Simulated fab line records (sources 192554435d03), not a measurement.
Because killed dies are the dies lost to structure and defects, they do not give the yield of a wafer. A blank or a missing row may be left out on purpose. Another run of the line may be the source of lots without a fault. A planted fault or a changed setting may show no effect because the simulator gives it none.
fab line records	flow n5-finfet
[record] lots = 4	wafers = 12	last-day = 17
route steps=1938 shown MOL_CONTACT_COAG@620 BEOL_M0_SAQP@632 BEOL_M0@726 BEOL_M4@1111 PASSIVATION@1936
lots with no fault: from the same line, run without faults
start-h: hours from the record's opening day to when the first of the lot's shown wafers began	wait-h: hours from the lot's prior step to this one	" same as the row above	L1.1+2: a single row standing in for several wafers	- no value, or no start given	* or withheld: withheld	< > ~ a bound
route shown NAME@n: NAME is a module with steps in the file, n the number in the route of the first one	usual: average and standard deviation across the fault-free wafers	same: alike in all rows	chamber/n: place in a boat	sites: per-site readings	_std_site: standard deviation of those values	_edge_site: inner sites' mean taken away from outer sites' mean	radius-mm: how far each site lies from the wafer's centre	mask NAME#n: copy n	behind: tool/chamber where the wafer was last shaped	hold: why the lot went on hold/how many hours it stayed there/how the hold came to an end	device: names the non-switching transistor (n, p or np)	end of line: at the end of the route, the tests of the same wafers	where a step has no rows: the recipe by itself	killed: not the wafer's yield, but the dies lost to structure and defects at the first sort	map: a wafer's dies, marking killed ones x, the rest . and places with no die _
set.NAME: the setting the step ran with; set.NAME@STEP: the setting that earlier step ran with	model.NAME: the simulator's own value behind a step, which no gauge read
lots seen at some steps along the route; tables by step, rows by wafer
services: when a tool's chamber went out of use (start-h, in hours from the record's first day, below 0 if earlier), for how many hours, and the reason
[[steps]]
[step N5_MOL_CONTACT_COAG_PRECLEAN_138]
[recipe] chemistry = alkaline-clean	temp-c = 60	time-s = 60	do-ppb = 50
[step N5_MOL_CONTACT_COAG_SRD_139]
[recipe] dry = ipa-marangoni	time-s = 30	temp-c = 23	rinse-liquid = diw
[step N5_MOL_CONTACT_COAG_PRE_CLEAN_121]
[recipe] gas = H2/He	time-s = *	temp-c = withheld
[step N5_MOL_CONTACT_COAG_CVD_140]
[recipe] material = W	target-thk-a = 665	mode = selective-fill	temp-c = 300	time-s = 215
[step N5_MOL_CONTACT_COAG_PRECLEAN_127]
[recipe] chemistry = DIW	time-s = 57.5	temp-c = 23
[step N5_MOL_CONTACT_COAG_SRD_128]
[recipe] dry-time-s = 32	dry = n2-spin	spin-rpm = 1500
[step N5_MOL_CONTACT_COAG_CMP_52]
[recipe] stop-on = SiO2	t-overpolish-s = 1.5	post-cmp-clean = w-dilute-nh4oh	down-force-psi = 4	platen-rpm = 50.289	pad-velocity-m-s = 1.0006	target-thk-nm = 66.5
[step N5_MOL_CONTACT_COAG_ANNEAL_112]
[recipe] temp-c = 400	time-s = 1800	ambient = HPD2	pressure-atm = 10
[step N5_BEOL_M0_SAQP_PECVD_00]
[recipe] material = SiCN	target-thk-a = 80	temp-c = withheld	precursor = 3MS/NH3	pressure-torr = 3	rf-w = 202	time-s = 14
[usual] showerhead-plenum-p-Torr = 3.666/0.013	throttle-valve-pct = 8.9/0.39
lot.wafer	tool	chamber	start-h	wait-h	showerhead-plenum-p-Torr	throttle-valve-pct	model.SiCN_of_BEOL_M0_SAQP_PECVD_00.thk-nm
L275.1	pecvd-01	2	116.89	0.2	3.639	9.0	7.8
L275.3	"	0	"	"	3.686	8.4	7.8
L275.5	"	2	"	"	3.644	9.0	7.8
L285.3	pecvd-01	2	173.05	0.1	3.637	8.9	7.8
L285.4	"	1	"	"	3.667	9.3	6
L285.5	"	0	"	"	3.688	8.2	8
L286.1	pecvd-01	2	183.62	0.2	3.649	9.0	7.8
L286.2	"	1	"	"	3.660	9.3	6
L286.6	"	0	"	"	3.691	8.5	8
L297.1	pecvd-04	2	251.66	0.2	3.650	9.0	8
L297.3	"	1	"	"	3.691	9.2	7.8
L297.6	"	0	"	"	3.662	9.0	8.2
[step N5_BEOL_M0_SAQP_ILD_DEP_01]
[recipe] material = SiOC	target-thk-a = 454.19	temp-c = 350	precursor = DEMS/O2	pressure-torr = 5	rf-w = 500	time-s = 8.7
[step N5_BEOL_M0_SAQP_HM_DEP_02]
[recipe] material = TiN	target-thk-a = 120	temp-c = 25	chamber-pressure-pa = 0.49996
[step N5_BEOL_M0_SAQP_PECVD_03]
[recipe] material = SiCN	target-thk-a = 120	temp-c = withheld	precursor = 3MS/NH3	pressure-torr = 3	rf-w = 202	time-s = 21.1
[step N5_BEOL_M0_SAQP_PECVD_96]
[recipe] material = a-Si	target-thk-a = 450	temp-c = 350	precursor = SiH4/He	pressure-torr = 3	rf-w = 100	time-s = 45.2
[step N5_BEOL_M0_SAQP_PECVD_97]
[recipe] material = SiNx	target-thk-a = 230	temp-c = 350	precursor = SiH4/NH3/N2	pressure-torr = 1.5	rf-w = 300	time-s = 19.9
[step N5_BEOL_M0_SAQP_PECVD_04]
[recipe] material = a-Si	target-thk-a = 600	temp-c = 350	precursor = SiH4/He	pressure-torr = 3	rf-w = 100	time-s = 60.2
[step N5_BEOL_M0_SAQP_HM_DEP_111]
[recipe] material = SiO2	target-thk-a = 120	temp-c = 400	precursor = SiH4/N2O	pressure-torr = 0.75	rf-w = 275	time-s = 7.2
[step N5_BEOL_M0_SAQP_COAT_81]
[recipe] resist = SOC	temp-c = 250	time-s = 60	spin-rpm = 1500	resist-thk-nm = 100
[step N5_BEOL_M0_SAQP_COAT_82]
[recipe] resist = SiARC	temp-c = 220	time-s = 60	spin-rpm = 1500	resist-thk-nm = 30
[step N5_BEOL_M0_SAQP_COAT_08]
[recipe] resist = CAR-ArF	spin-rpm = 1500	resist-thk-nm = 90
[step N5_BEOL_M0_SAQP_EBR_10]
[recipe] solvent = PGMEA	ebr-width-mm = 1.5
[step N5_BEOL_M0_SAQP_SOFTBAKE_09]
[recipe] temp-c = 110	time-s = 60	resist = CAR-ArF
[step N5_BEOL_M0_SAQP_EXPOSE_11]
[recipe] mask-id = M0_CORE	na = 1.35	source-shape = dipole	sigma-inner = 0.538	sigma-outer = 0.738	polarization = te	target-cd-nm = 42	dose-mj = 55
[step N5_BEOL_M0_SAQP_PEB_12]
[recipe] peb-temp-c = withheld	peb-time-s = 60	resist = CAR-ArF
[step N5_BEOL_M0_SAQP_DEVELOP_13]
[recipe] develop-time-s = 30	developer = TMAH	resist = CAR-ArF	dev-temp-c = 23	rinse-liquid = diw	dry = air-spin
[step N5_BEOL_M0_SAQP_DESCUM_19]
[recipe] chemistry = O2	time-s = 7.9	source-power-w = 50	bias-power-w = 20	pressure-mtorr = 20	rf-frequency-hz = 2.712e+07	temp-c = 40	resist = CAR-ArF	o2-flow-sccm = 225
[step N5_BEOL_M0_SAQP_ETCH_83]
[recipe] chemistry = CF4	target = SiARC	target-depth-a = 390	mask-material = CAR-ArF	time-s = 65	ion-energy-ev = 80	pressure-mtorr = 40	source-w = 545	bias-w = 36	Ar_flow_sccm = 100	cf4-flow-sccm = 100	ends = cleared
[step N5_BEOL_M0_SAQP_ETCH_84]
[recipe] chemistry = N2/H2	target = SOC	target-depth-a = 1000	overetch-a = 200	mask-material = SiARC	temp-c = 40	time-s = 150	ion-energy-ev = 200	pressure-mtorr = 30	source-w = 840	bias-w = 150	n2-flow-sccm = 200	h2-flow-sccm = 200
[step N5_BEOL_M0_SAQP_STRIP_80]
[recipe] chemistry = N2/H2	temp-c = 40	n2-flow-sccm = 200	h2-flow-sccm = 200	rf-frequency-hz = 6e+07
[step N5_BEOL_M0_SAQP_HM_OPEN_112]
[recipe] chemistry = CHF3/O2	target = SiO2	stop-on = a-Si	target-depth-a = 120	over-etch-frac = 1.25	mask-material = SOC	time-s = 13.5	pressure-mtorr = 30	source-w = 650	bias-w = 170	Ar_flow_sccm = 200	CHF3_flow_sccm = 50	O2_flow_sccm = 5	ion-energy-ev = 200	ends = end-point
[step N5_BEOL_M0_SAQP_STRIP_113]
[recipe] chemistry = CHF3/O2	resist = SiARC	rf-frequency-hz = 6e+07
[step N5_BEOL_M0_SAQP_MANDREL_ETCH_20]
[recipe] target-depth-a = 600	chemistry = HBr/Cl2	target = a-Si	stop-on = SiNx	bt-time-s = 10	mask-material = SOC	over-etch-frac = 0.5	time-s = 30	pressure-mtorr = 10	icp-w = 800	bias-w = 75	HBr_flow_sccm = 150	Cl2_flow_sccm = 80	ends = end-point
[step N5_BEOL_M0_SAQP_STRIP_86]
[recipe] chemistry = N2/H2	power-w = 500	temp-c = 40	pressure-mtorr = 50	rf-frequency-hz = 6e+07	overash-fraction = 0.3	bias-power-w = 28	h2-frac = 0.5	n2-flow-sccm = 300	h2-flow-sccm = 300
[step N5_BEOL_M0_SAQP_STRIP_115]
[recipe] chemistry = post-etch-residue-remover	time-s = 60	temp-c = 25	remover-ph = withheld	remover-water-wt-pct = withheld	remover-fluoride-wt-pct = withheld
[step N5_BEOL_M0_SAQP_SRD_93]
[recipe] dry = ipa-marangoni	time-s = 30	temp-c = 23	rinse-liquid = diw
[step N5_BEOL_M0_ETCH_109]
[recipe] chemistry = CH3F/O2	target-depth-a = 80	overetch-a = 24	target = SiCN	time-s = 27.4	ion-energy-ev = 120	pressure-mtorr = 30	source-w = 395	bias-w = 75	Ar_flow_sccm = 150	CH3F_flow_sccm = 30	O2_flow_sccm = 20
[usual] drypump-motor-current-A = 5.6/0.5	oes-product-au = 0.70/0.052	rf-vpp-V = 297.2/1.4	showerhead-plenum-p-Torr = 2.00/0.058	throttle-valve-pct = 16.24/0.24
lot.wafer	tool	chamber	start-h	wait-h	drypump-motor-current-A	oes-product-au	rf-hours-counter-h	rf-vpp-V	showerhead-plenum-p-Torr	throttle-valve-pct	model.etch.depth-nm
L275.1	rie-diel-03	3	125.76	0.0	6.0	0.65	117	298.0	2.00	15.99	7.786
L275.3	"	1	"	"	6.2	0.77	27	298.0	2.05	16.04	7.765
L275.5	"	1	"	"	6.1	0.78	-	298.3	2.05	16.05	7.859
L285.3	rie-diel-02	2	181.60	0.0	5.1	0.76	29	295.9	1.95	16.40	7.742
L285.4	"	0	"	"	5.4	0.54	156	296.9	2.00	16.51	6.043
L285.5	"	2	"	"	5.1	0.77	-	295.9	1.95	16.39	8.076
L286.1	rie-diel-06	3	191.79	0.0	6.6	0.68	95	297.0	2.02	16.44	7.846
L286.2	"	2	"	"	5.4	0.60	99	295.5	1.94	16.30	6.02
L286.6	"	3	"	"	6.6	0.68	-	297.7	2.02	16.44	8.032
L297.1	rie-diel-02	3	262.83	0.1	5.4	0.63	175	299.2	2.07	16.44	7.945
L297.3	"	0	"	"	5.4	0.61	183	296.9	1.99	16.56	7.862
L297.6	"	0	"	"	5.4	0.62	-	296.0	1.99	16.55	8.182
[step N5_BEOL_M4_RC_MEAS_101]
[usual] DIBL_N = 36.0/1.9	DIBL_P = 36.0/2.1	IOFF_N = 0.155/0.029	IOFF_P = 0.20/0.032	ION_N = 672/11	ION_P = 461/6.9	SS_N = 71.5/0.58	SS_P = 73.2/0.64	VT_N = 250.4/2.9	VT_P = -251.0/2.8
lot.wafer	tool	chamber	start-h	wait-h	DIBL_N[mV/V]	DIBL_P[mV/V]	IOFF_N[nA/um]	IOFF_P[nA/um]	ION_N[uA/um]	ION_P[uA/um]	SS_N[mV/dec]	SS_P[mV/dec]	VT_N[mV]	VT_P[mV]
L275.1	prober-02	0	185.25	0.0	38.1	37.7	0.174	0.24	683	468	72.3	74.5	246.6	-247.6
L275.3	"	0	"	"	37.3	36.5	0.157	0.22	661	458	71.7	73.7	251.3	-249.1
L275.5	"	0	"	"	37.3	35.5	0.142	0.20	664	454	72.1	73.3	254.7	-251.5
L285.3	prober-01	0	238.26	0.3	34.5	33.6	0.121	0.18	667	459	71.1	72.4	252.2	-252.0
L285.4	"	0	"	"	34.5	33.2	0.121	0.18	659	453	70.5	72.0	256.8	-254.4
L285.5	"	0	"	"	35.9	34.7	0.142	0.19	653	453	72.0	73.2	254.5	-249.5
L286.1	prober-01	0	249.65	0.0	37.5	36.7	0.189	0.22	674	457	72.7	73.3	247.8	-248.9
L286.2	"	0	"	"	37.1	36.4	0.163	0.21	667	451	71.6	73.9	247.3	-251.0
L286.6	"	0	"	"	36.6	36.0	0.158	0.20	658	450	71.7	73.3	248.4	-253.3
L297.1	prober-01	0	311.35	0.0	35.8	33.2	0.143	0.18	661	453	71.0	73.1	250.2	-253.6
L297.3	"	0	"	"	37.8	36.0	0.173	0.22	665	453	72.0	74.1	247.7	-250.3
L297.6	"	0	"	"	38.5	37.5	0.198	0.25	685	465	72.1	74.3	247.6	-248.4
[step N5_PASSIVATION_PROBE_49]
[usual] defect-limited-yield = 91.0/1.5	killed_at_M0_to_M3 = 33/9.4	killed_at_M4_up = 14/4.8	killed-at-contacts = 13/7.3	killed-at-front-end = 43/13	killed-at-other = 3.6/2.9	killed-dies = 106/18	killed-open = 69/13	killed-short = 35/8.2	sort_bin_5_function = 5.3/1	sort_bin_6_memory = 3.3/0.68	sort_bin_8_speed = 0.01/0.027	sort-n-pass = 1074/18
[same] gross-dies = 1180	killed-at-back-side = 0	sort_bin_4_leakage[%] = 0
lot.wafer	tool	chamber	start-h	wait-h	defect-limited-yield[%]	killed_at_M0_to_M3	killed_at_M4_up	killed-at-contacts	killed-at-front-end	killed-at-other	killed-dies	killed-open	killed-short	sort_bin_5_function[%]	sort_bin_6_memory[%]	sort_bin_8_speed[%]	sort-n-pass
L275.1	prober-01	-	280.42	0.0	91.1	20	24	14	47	0	105	80	25	5.6	3.1	0	1075
L275.3	prober-01	-	280.52	0.1	89.7	39	14	27	41	1	122	72	50	5.7	4.2	0	1058
L275.5	prober-01	-	280.62	0.2	90.0	20	17	21	57	3	118	75	42	6.5	3.1	0.08	1062
L286.1	prober-01	-	356.14	0.0	88.8	35	30	9	55	3	132	87	42	6.3	4.3	0	1048
L297.1	prober-01	-	415.81	0.0	89.5	52	17	25	25	5	124	81	38	6.4	3.4	0	1056
L297.3	prober-01	-	415.91	0.1	87.4	49	18	24	55	3	149	93	54	8.1	3.9	0	1031
L297.6	prober-01	-	416.06	0.3	90.3	37	14	12	42	10	115	82	33	6.4	3.3	0	1065
// killed by level:class
L275.1 BEOL_M4:geometric-particle:open=12 FIN_SAQP:geometric-particle:open=11 MOL_CONTACT_COAG:geometric-particle:open=11 DUMMY_GATE:geometric-particle:open=9 FIN_SAQP:geometric-particle:short=7 STI_FIN_REVEAL:geometric-particle:open=6 GATE_CUT:geometric-particle:short=5 BEOL_M7:geometric-particle:open=5
L275.3 MOL_CONTACT_COAG:geometric-particle:open=21 BEOL_M0_SAQP:geometric-particle:short=12 FIN_SAQP:geometric-particle:short=10 BEOL_M4:geometric-particle:open=9 FIN_SAQP:geometric-particle:open=8 BEOL_M0_SAQP:geometric-particle:open=7 STI_FIN_REVEAL:geometric-particle:open=6 MOL_CONTACT_COAG:geometric-particle:short=6
L275.5 FIN_SAQP:geometric-particle:short=19 MOL_CONTACT_COAG:geometric-particle:open=17 FIN_SAQP:geometric-particle:open=12 BEOL_M4:geometric-particle:open=11 DUMMY_GATE:geometric-particle:open=8 STI_FIN_REVEAL:geometric-particle:open=6 BEOL_M0_SAQP:geometric-particle:short=5 BEOL_M3:geometric-particle:open=5
L286.1 STI_FIN_REVEAL:geometric-particle:open=18 BEOL_M4:geometric-particle:open=14 BEOL_M3:geometric-particle:open=10 FIN_SAQP:geometric-particle:short=9 MOL_CONTACT_COAG:geometric-particle:open=6 FIN_SAQP:geometric-particle:open=5 BEOL_M4:geometric-particle:short=5 BEOL_M1:geometric-particle:open=5
L297.1 MOL_CONTACT_COAG:geometric-particle:open=19 BEOL_M2:geometric-particle:open=14 BEOL_M3:geometric-particle:open=10 BEOL_M3:geometric-particle:short=7 FIN_SAQP:geometric-particle:open=6 MOL_CONTACT_COAG:geometric-particle:short=6 BEOL_M1:geometric-particle:open=6 BEOL_M4:geometric-particle:open=6
L297.3 FIN_SAQP:geometric-particle:short=20 STI_FIN_REVEAL:geometric-particle:open=17 MOL_CONTACT_COAG:geometric-particle:open=17 BEOL_M3:geometric-particle:open=16 BEOL_M2:geometric-particle:open=8 FIN_SAQP:geometric-particle:open=7 MOL_CONTACT_COAG:geometric-particle:short=7 BEOL_M0_SAQP:geometric-particle:short=7
L297.6 STI_FIN_REVEAL:geometric-particle:open=9 MOL_CONTACT_COAG:geometric-particle:open=9 BEOL_M2:geometric-particle:open=9 BEOL_M3:geometric-particle:open=9 FIN_SAQP:geometric-particle:open=8 BEOL_M4:geometric-particle:open=7 STARTING-WAFER:geometric-particle:open=7 FIN_SAQP:geometric-particle:short=5
[[services]]
tool	chamber	start-h	hours	kind
rie-diel-06	-	100.57	14.6	pm
pecvd-04	0	116.33	2.1	scheduled-down
rie-diel-06	0	131.05	5.5	repair
pecvd-04	-	150.68	0.5	repair
rie-diel-06	0	162.38	3.7	repair
rie-diel-02	1	162.82	3.1	repair
pecvd-01	2	190.23	2.3	repair
pecvd-01	2	192.53	5.5	scheduled-down
pecvd-04	-	195.44	5.5	pm
pecvd-01	2	202.38	-	clean
pecvd-01	2	202.38	-	consumable-replace:showerhead
pecvd-01	2	202.38	29.0	scheduled-down
pecvd-01	2	202.38	29.0	vent-cycle
pecvd-04	0	217.44	5.5	scheduled-down
rie-diel-06	3	237.05	5.0	repair
pecvd-01	-	255.43	0.8	repair
[[key]]
first-sign none at tools or gauges
[model-effect] step = N5_BEOL_M0_SAQP_PECVD_00	value = SiCN_of_BEOL_M0_SAQP_PECVD_00.thk-nm	without = 8	struck = 6
[model-effect] step = N5_BEOL_M0_ETCH_109	value = etch.depth-nm	without = 8.028	struck = 6.031
met-at N5_BEOL_M0_SAQP_PECVD_00
struck-wafers L285.4,L286.2
[fault] kind = process-parameter-drift	tool = pecvd-01	chamber = 1	onset-h = 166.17	steps = N5_BEOL_M0_SAQP_PECVD_00	channel = time-s	offset = *	shape = step	end-h = 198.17	acts-in = *	stated = *
